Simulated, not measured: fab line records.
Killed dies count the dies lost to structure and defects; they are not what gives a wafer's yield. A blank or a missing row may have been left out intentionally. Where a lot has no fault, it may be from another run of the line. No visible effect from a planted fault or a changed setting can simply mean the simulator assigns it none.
fab line records	flow n5-finfet
record lots=11	wafers=29	last-day=17
route steps=1938 shown BEOL_M10@1513 PASSIVATION@1936
lots with no fault: from the same line, run without faults
start-h: hours from the record's first day to the start of the lot's first wafer shown	wait-h: hours since the lot's step before	" repeats the value in the row above	L1.1+2: one row covering several wafers at once	- no value present, or no start provided	* or withheld: withheld	< > ~ a bound
route shown NAME@n: NAME is a module with steps in the file, n the number in the route of the first one	usual: average and standard deviation across the fault-free wafers	same: alike in all rows	chamber/n: place in a boat	sites: per-site readings	_std_site: standard deviation across them	_edge_site: the outer-site mean with the inner-site mean subtracted	radius-mm: how far each site lies from the wafer's centre	mask NAME#n: copy n	behind: the most recent tool/chamber to have shaped the wafer	hold: why the lot was held/for how many hours/how that ended	device: the transistor (n, p or np) that didn't switch	end of line: the same wafers' tests at the end of the route	a step with no rows: only its recipe	killed: count of dies lost to structure and defects at first sort (not the wafer's yield)	map: the dies of a wafer, with x for killed, . for not killed, _ for no die there
set.NAME: the run value of the setting; set.NAME@STEP: its run value at that earlier step	model.NAME: the simulator's own value behind a step, which no gauge read
one table for each step of the route and one row for each wafer, over a sample of lots
services: when a tool's chamber went out of use (start-h, in hours from the record's first day, below 0 if earlier), for how many hours, and the reason
## steps
# step N5_BEOL_M10_ETCH_41
# recipe chemistry=CH3F/O2	target=SiCN	target-depth-a=426	taper-deg=2	time-s=86	ion-energy-ev=120	mask-material=TiN	pressure-mtorr=30	source-w=395	bias-w=75	Ar_flow_sccm=150	CH3F_flow_sccm=30	O2_flow_sccm=20
# usual chamber-pressure-mTorr=30.002/0.027	drypump-motor-current-A=5.9/0.37	oes-product-au=0.82/0.083	rf-vpp-V=297.6/1.3	showerhead-plenum-p-Torr=2.01/0.047	throttle-valve-pct=16.33/0.25
# same time-s=86
lot.wafer	tool	chamber	start-h	wait-h	chamber-pressure-mTorr	drypump-motor-current-A	oes-product-au	rf-hours-counter-h	rf-vpp-V	showerhead-plenum-p-Torr	throttle-valve-pct
L193.1	rie-diel-04	3	-	-	30.022	5.2	0.69	245	296.2	1.96	16.76
L193.2	"	0	"	"	30.005	5.9	0.90	31	299.4	2.03	15.79
L193.3	"	1	"	"	30.002	6.6	0.82	74	295.8	1.94	16.24
L194.2	rie-diel-01	3	-	-	30.044	5.6	0.80	140	297.4	2.02	16.69
L194.3	"	1	"	"	30.010	5.8	0.91	28	298.8	2.04	16.17
L194.6	"	0	"	"	29.991	5.9	0.70	-	295.0	1.88	16.68
L195.2	rie-diel-02	3	-	-	30.040	5.6	0.69	235	298.1	2.06	16.49
L195.5	"	3	"	"	29.954	5.6	0.69	-	298.4	2.06	16.49
L195.6	"	0	"	"	29.980	5.8	0.73	-	295.8	1.98	16.49
L199.2	rie-diel-02	1	-	-	29.961	6.3	0.84	60	297.7	2.04	16.44
L199.3	"	0	"	"	30.027	5.9	0.73	187	296.0	1.98	16.52
L202.3	rie-diel-02	2	-	-	30.026	6.0	0.77	120	297.8	2.01	16.08
L202.4	"	1	"	"	30.051	6.3	0.82	-	298.8	2.04	16.46
L210.1	rie-diel-01	2	-	-	29.978	6.5	0.85	58	297.1	2.03	16.10
L210.2	"	3	"	"	30.027	5.6	0.75	178	296.4	2.00	16.75
L211.1	rie-diel-01	2	-	-	30.013	6.5	0.85	60	297.3	2.03	16.09
L211.2	"	1	"	"	29.990	5.8	0.85	72	297.1	2.03	16.25
L213.4	rie-diel-01	0	-	-	29.969	5.9	0.94	8	301.6	2.12	16.28
L213.5	"	3	"	"	29.993	5.6	0.75	-	298.3	2.00	16.77
L213.6	"	0	"	"	29.987	5.9	0.94	-	299.2	2.12	16.27
L214.2	rie-diel-02	2	-	-	29.972	6.0	0.74	147	296.3	2.00	16.13
L214.3	"	3	"	"	30.025	5.6	0.94	19	297.5	2.05	16.07
L214.5	"	1	"	"	30.009	6.3	0.79	-	297.9	2.03	16.50
L216.3	rie-diel-01	3	-	-	29.990	5.6	0.75	187	298.8	2.00	16.78
L216.4	"	2	"	"	30.004	6.4	0.84	67	297.7	2.03	16.10
L216.6	"	1	"	"	29.991	5.8	0.85	-	297.1	2.03	16.27
L215.1	rie-diel-02	1	-	-	30.039	6.2	0.79	100	297.0	2.03	16.52
L215.2	"	3	"	"	30.047	5.6	0.92	24	298.8	2.05	16.10
L215.3	"	0	"	"	29.988	5.9	0.70	229	297.2	1.97	16.61
# step N5_BEOL_M10_STRIP_77
# recipe chemistry=N2/H2	time-s=10	power-w=450	temp-c=40	pressure-mtorr=20	rf-frequency-hz=6e+07	bias-power-w=7	n2-flow-sccm=200	h2-flow-sccm=200
# usual chamber-pressure-mTorr=19.999/0.018	drypump-motor-current-A=5.9/0.38	oes-product-au=0.82/0.083	rf-vpp-V=59.3/0.88	showerhead-plenum-p-Torr=2.55/0.056	temp-c=40.00/0.1	throttle-valve-pct=23.7/0.37
# same time-s=10
lot.wafer	tool	chamber	start-h	wait-h	chamber-pressure-mTorr	drypump-motor-current-A	oes-product-au	rf-hours-counter-h	rf-vpp-V	showerhead-plenum-p-Torr	temp-c	throttle-valve-pct
L193.1	rie-diel-04	3	-	-	19.991	5.2	0.70	245	57.9	2.51	40.03	24.2
L193.2	"	0	"	"	20.005	5.9	0.90	31	60.0	2.59	40.02	23.2
L193.3	"	1	"	"	20.010	6.6	0.81	74	58.2	2.46	39.84	23.6
L194.2	rie-diel-01	3	-	-	20.011	5.6	0.78	140	58.7	2.56	40.09	24.2
L194.3	"	1	"	"	20.002	5.8	0.94	28	59.1	2.60	39.96	23.8
L194.6	"	0	"	"	19.980	5.9	0.71	-	58.4	2.39	40.11	24.0
L195.2	rie-diel-02	3	-	-	20.008	5.6	0.69	235	60.0	2.59	39.90	23.4
L195.5	"	3	"	"	19.990	5.6	0.69	-	60.0	2.59	39.96	23.4
L195.6	"	0	"	"	19.980	5.9	0.75	-	59.0	2.54	40.02	24.1
L199.2	rie-diel-02	1	-	-	20.012	6.3	0.85	60	59.3	2.57	40.03	23.6
L199.3	"	0	"	"	20.012	5.9	0.74	187	59.2	2.54	40.04	24.1
L202.3	rie-diel-02	2	-	-	19.960	6.0	0.78	120	58.6	2.55	40.20	23.4
L202.4	"	1	"	"	20.014	6.3	0.83	-	58.0	2.57	40.06	23.6
L210.1	rie-diel-01	2	-	-	20.001	6.5	0.85	58	58.8	2.56	39.92	23.2
L210.2	"	3	"	"	19.991	5.6	0.75	178	58.0	2.54	39.99	24.3
L211.1	rie-diel-01	2	-	-	19.984	6.5	0.85	60	59.7	2.56	39.98	23.1
L211.2	"	1	"	"	20.030	5.8	0.86	72	58.5	2.58	39.86	23.8
L213.4	rie-diel-01	0	-	-	20.006	5.9	0.96	8	60.1	2.70	39.98	23.7
L213.5	"	3	"	"	19.979	5.6	0.75	-	59.2	2.54	39.90	24.3
L213.6	"	0	"	"	20.001	6.0	0.96	-	59.3	2.70	40.01	23.7
L214.2	rie-diel-02	2	-	-	20.006	6.0	0.75	147	59.0	2.54	39.90	23.4
L214.3	"	3	"	"	20.019	5.6	0.93	19	59.5	2.58	40.16	23.2
L214.5	"	1	"	"	20.015	6.3	0.80	-	59.1	2.56	39.92	23.7
L216.3	rie-diel-01	3	-	-	19.979	5.6	0.75	187	59.2	2.54	39.93	24.3
L216.4	"	2	"	"	20.003	6.5	0.83	67	59.1	2.56	40.19	23.2
L216.6	"	1	"	"	20.001	5.8	0.85	-	60.8	2.58	40.04	23.8
L215.1	rie-diel-02	1	-	-	20.001	6.3	0.80	100	56.9	2.56	40.11	23.7
L215.2	"	3	"	"	19.990	5.6	0.91	24	58.0	2.58	39.97	23.2
L215.3	"	0	"	"	19.995	5.9	0.70	229	59.3	2.52	39.99	24.1
# step N5_BEOL_M10_ECD_50
# recipe material=Cu	target-thk-a=3180
lot.wafer	tool	chamber	start-h	wait-h
L193.1+2+3	ecd-cu-01	0,1,1	215.75	0.1
L194.2+3+6	ecd-cu-02	0,0,1	219.89	0.1
L195.2+5+6	ecd-cu-02	1,0,1	233.63	0.1
L199.2+3	ecd-cu-01	1,0	247.74	0.1
L202.3+4	ecd-cu-01	1,0	266.85	0.1
L210.1+2	ecd-cu-02	0,1	323.73	0.1
L211.1+2	ecd-cu-02	1,0	328.97	0.1
L213.4+5+6	ecd-cu-01	0,0,1	340.19	0.1
L214.2+3+5	ecd-cu-01	0,1,0	343.23	0.1
L216.3+4+6	ecd-cu-02	1,0,1	353.35	0.1
L215.1+2+3	ecd-cu-01	0,1,1	356.75	0.1
# step N5_BEOL_M10_CMP_52
# recipe stop-on=SiCOH_lowk	t-overpolish-s=7	down-force-psi=1	platen-rpm=50	clearing-platen-down-force-psi=1.5	clearing-platen-rpm=50	post-cmp-clean=cu-alkaline	target-thk-nm=140	clearing-platen-pad-velocity-m-s=0.99484	pad-velocity-m-s=0.99484
# usual motor-current-A=5.9/0.52	time-to-endpoint-s=67/4.2
lot.wafer	tool	chamber	start-h	wait-h	motor-current-A	time-to-endpoint-s
L193.1	cmp-02	2	216.17	0.3	6.4	68
L193.3	"	0	"	"	6.3	70
L193.2	"	1	"	"	6.5	71
L194.2	cmp-03	0	220.79	0.2	6.2	63
L194.3	"	3	"	"	5.5	63
L194.6	"	1	"	"	6.2	67
L195.2	cmp-02	2	234.11	0.3	6.4	75
L195.6	"	0	"	"	6.4	73
L195.5	"	1	"	"	6.5	75
L199.2	cmp-03	3	248.35	0.3	5.4	69
L199.3	"	0	"	"	6.0	47
L202.3	cmp-01	3	267.82	0.3	5.8	50
L202.4	"	0	"	"	5.1	49
L210.1	cmp-03	2	324.20	0.3	6.4	61
L210.2	"	1	"	"	5.9	64
L211.2	cmp-01	1	329.56	0.3	4.9	73
L211.1	"	2	"	"	5.1	73
L213.4	cmp-03	2	340.68	0.2	6.7	60
L213.6	"	3	"	"	5.7	64
L213.5	"	0	"	"	6.0	60
L214.2	cmp-01	1	343.68	0.2	5.3	71
L214.3	"	2	"	"	5.4	69
L214.5	"	0	"	"	5.3	68
L216.4	cmp-02	1	353.73	0.1	6.6	72
L216.3	"	3	"	"	5.6	69
L216.6	"	2	"	"	6.4	69
L215.1	cmp-03	0	357.15	0.3	6.0	60
L215.2	"	1	"	"	6.0	61
L215.3	"	2	"	"	6.3	60
# step N5_BEOL_M10_INSPECT_58
# recipe inspect-instrument=darkfield	mode=post-dep
# usual raw-defect-count=80/27
lot.wafer	tool	chamber	start-h	wait-h	raw-defect-count
L193.1	defect-inspect-01	-	216.63	0.0	66
L193.2	"	-	"	"	130
L193.3	"	-	"	"	145
L194.2	defect-inspect-01	-	221.25	0.0	72
L194.3	"	-	"	"	81
L194.6	"	-	"	"	99
L195.2	defect-inspect-01	-	234.54	0.0	63
L195.5	"	-	"	"	102
L195.6	"	-	"	"	74
L199.2	defect-inspect-01	-	248.76	0.0	76
L199.3	"	-	"	"	62
L202.3	defect-inspect-01	-	268.28	0.0	62
L202.4	"	-	"	"	102
L210.1	defect-inspect-01	-	324.65	0.0	52
L210.2	"	-	"	"	53
L211.1	defect-inspect-02	-	329.98	0.0	78
L211.2	"	-	"	"	28
L213.4	defect-inspect-01	-	341.02	0.0	140
L213.5	"	-	"	"	97
L213.6	"	-	"	"	130
L214.2	defect-inspect-02	-	344.13	0.0	84
L214.3	"	-	"	"	67
L214.5	"	-	"	"	80
L216.3	defect-inspect-02	-	354.18	0.0	72
L216.4	"	-	"	"	68
L216.6	"	-	"	"	91
L215.1	defect-inspect-02	-	357.61	0.0	83
L215.2	"	-	"	"	97
L215.3	"	-	"	"	103
# step N5_PASSIVATION_PROBE_49
# usual defect-limited-yield=91.1/1.4	killed_at_M0_to_M3=33/9.1	killed_at_M4_up=14/5.6	killed-at-contacts=13/5.7	killed-at-front-end=42/12	killed-at-other=4/3	killed-dies=105/16	killed-open=69/11	killed-short=34/7.5	sort_bin_5_function=5.2/0.91	sort_bin_6_memory=3.3/0.64	sort_bin_8_speed=0.0/0.37	sort-n-pass=1075/16	sort-yield-pct=91.1/1.4
# same gross-dies=1180	killed-at-back-side=0	sort_bin_4_leakage[%]=0
lot.wafer	tool	chamber	start-h	wait-h	defect-limited-yield[%]	killed_at_M0_to_M3	killed_at_M4_up	killed-at-contacts	killed-at-front-end	killed-at-other	killed-dies	killed-open	killed-short	sort_bin_5_function[%]	sort_bin_6_memory[%]	sort_bin_8_speed[%]	sort-n-pass	sort-yield-pct[%]
L202.3	prober-02	-	310.98	0.1	91.1	52	15	13	20	5	105	68	36	5.2	3.6	0	1075	91.1
L202.4	prober-02	-	311.03	0.2	92.1	29	12	11	37	4	93	51	39	4.4	3.1	0	1087	92.1
L211.1	prober-01	-	378.24	0.0	90.8	33	18	3	46	8	108	72	36	4.7	4.1	0	1072	90.8
L211.2	prober-01	-	378.29	0.1	89.9	40	17	11	46	5	119	78	39	5.7	3.9	0.1	1061	89.9
L214.2	prober-02	-	390.10	0.1	91.4	29	18	7	46	2	102	66	36	4.7	3.6	0	1078	91.4
L214.3	prober-02	-	390.15	0.1	92.5	41	6	10	31	1	89	51	37	4.4	2.9	0	1091	92.5
L214.5	prober-02	-	390.25	0.2	90.7	37	11	9	48	5	110	65	44	5.8	3.2	0	1070	90.7
# killed by level:class
L202.3 BEOL_M2:geometric-particle:open=20 MOL_CONTACT_COAG:geometric-particle:open=12 BEOL_M2:geometric-particle:short=7 BEOL_M3:geometric-particle:open=7 GATE_CUT:geometric-particle:short=6 BEOL_M1:geometric-particle:short=5 BEOL_M0_SAQP:geometric-particle:short=4 BEOL_M1:geometric-particle:open=4
L202.4 MOL_CONTACT_COAG:geometric-particle:open=10 STARTING-WAFER:geometric-particle:short=8 BEOL_M3:geometric-particle:open=7 BEOL_M2:geometric-particle:open=6 GATE_CUT:geometric-particle:short=5 BEOL_M0:geometric-particle:open=5 BEOL_M4:geometric-particle:open=5 BEOL_M4:geometric-particle:short=4
L211.1 STI_FIN_REVEAL:geometric-particle:open=12 BEOL_M0_SAQP:geometric-particle:short=12 BEOL_M0_SAQP:geometric-particle:open=11 BEOL_M4:geometric-particle:open=10 FIN_SAQP:geometric-particle:short=9 FIN_SAQP:geometric-particle:open=6 BEOL_M3:geometric-particle:open=5 PASS1_CAP:geometric-particle:open=4
L211.2 BEOL_M4:geometric-particle:open=13 STI_FIN_REVEAL:geometric-particle:open=10 BEOL_M3:geometric-particle:open=10 FIN_SAQP:geometric-particle:short=9 FIN_SAQP:geometric-particle:open=9 MOL_CONTACT_COAG:geometric-particle:open=9 BEOL_M0_SAQP:geometric-particle:short=8 BEOL_M0_SAQP:geometric-particle:open=7
L214.2 BEOL_M1:geometric-particle:open=13 GATE_CUT:geometric-particle:short=10 BEOL_M4:geometric-particle:open=8 BEOL_M2:geometric-particle:open=7 GATE_CUT:geometric-particle:open=6 MOL_CONTACT_COAG:geometric-particle:open=6 STI_FIN_REVEAL:geometric-particle:open=5 STI_FIN_REVEAL:geometric-particle:short=5
L214.3 BEOL_M0_SAQP:geometric-particle:short=10 BEOL_M0_SAQP:geometric-particle:open=9 BEOL_M1:geometric-particle:open=8 BEOL_M3:geometric-particle:open=6 FIN_SAQP:geometric-particle:short=5 MOL_CONTACT_COAG:geometric-particle:open=5 MOL_CONTACT_COAG:geometric-particle:short=4 FIN_SAQP:geometric-particle:open=3
L214.5 FIN_SAQP:geometric-particle:short=10 MOL_CONTACT_COAG:geometric-particle:open=9 BEOL_M0_SAQP:geometric-particle:short=8 BEOL_M3:geometric-particle:open=8 FIN_SAQP:geometric-particle:open=6 ILD0:geometric-particle:open=6 GATE_CUT:geometric-particle:open=5 BEOL_M0_SAQP:geometric-particle:open=5
## services
tool	chamber	start-h	hours	kind
cmp-03	-	192.87	3.3	repair
cmp-02	-	220.16	4.0	pm
rie-diel-04	2	220.67	-	clean
rie-diel-02	2	231.84	21.6	repair
ecd-cu-02	-	237.28	4.0	repair
cmp-01	-	238.83	2.8	repair
cmp-02	-	243.49	2.6	repair
cmp-03	-	250.71	4.4	repair
rie-diel-02	3	264.19	-	clean
rie-diel-02	3	264.19	-	consumable-replace:focus-ring
rie-diel-02	3	264.19	19.1	scheduled-down
rie-diel-02	3	264.19	19.1	vent-cycle
rie-diel-04	2	265.77	9.3	repair
cmp-03	-	282.92	4.9	pm
rie-diel-01	0	286.63	-	clean
rie-diel-01	0	286.63	-	consumable-replace:focus-ring
rie-diel-01	0	286.63	-	consumable-replace:showerhead
rie-diel-01	0	286.63	28.2	scheduled-down
rie-diel-01	0	286.63	28.2	vent-cycle
cmp-02	-	306.34	4.8	pm
cmp-01	-	309.04	0.5	repair
cmp-02	-	323.75	10.4	pm
cmp-01	-	338.13	4.4	repair
cmp-03	-	348.60	4.6	pm
## key
first-sign step=N5_BEOL_M10_CMP_52	reading=time-to-endpoint-s	direction=down	sigmas=4.4	usual=*	struck=*
effect none on later readings
met-at N5_BEOL_M10_ECD_50
struck-lots L199,L202
struck-wafers L199.3,L202.3,L202.4
not-acting-at N5_BEOL_M10_ETCH_41,N5_BEOL_M10_STRIP_77,N5_BEOL_M10_INSPECT_58
onset-between 215.75 247.74
fault kind=process-parameter-drift	tool=ecd-cu-01	chamber=-	onset-h=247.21	steps=N5_BEOL_M10_ECD_50	channel=target-thk-a	offset=*	shape=step	end-h=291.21	scope=struck-wafers-only	acts-in=*	stated=*
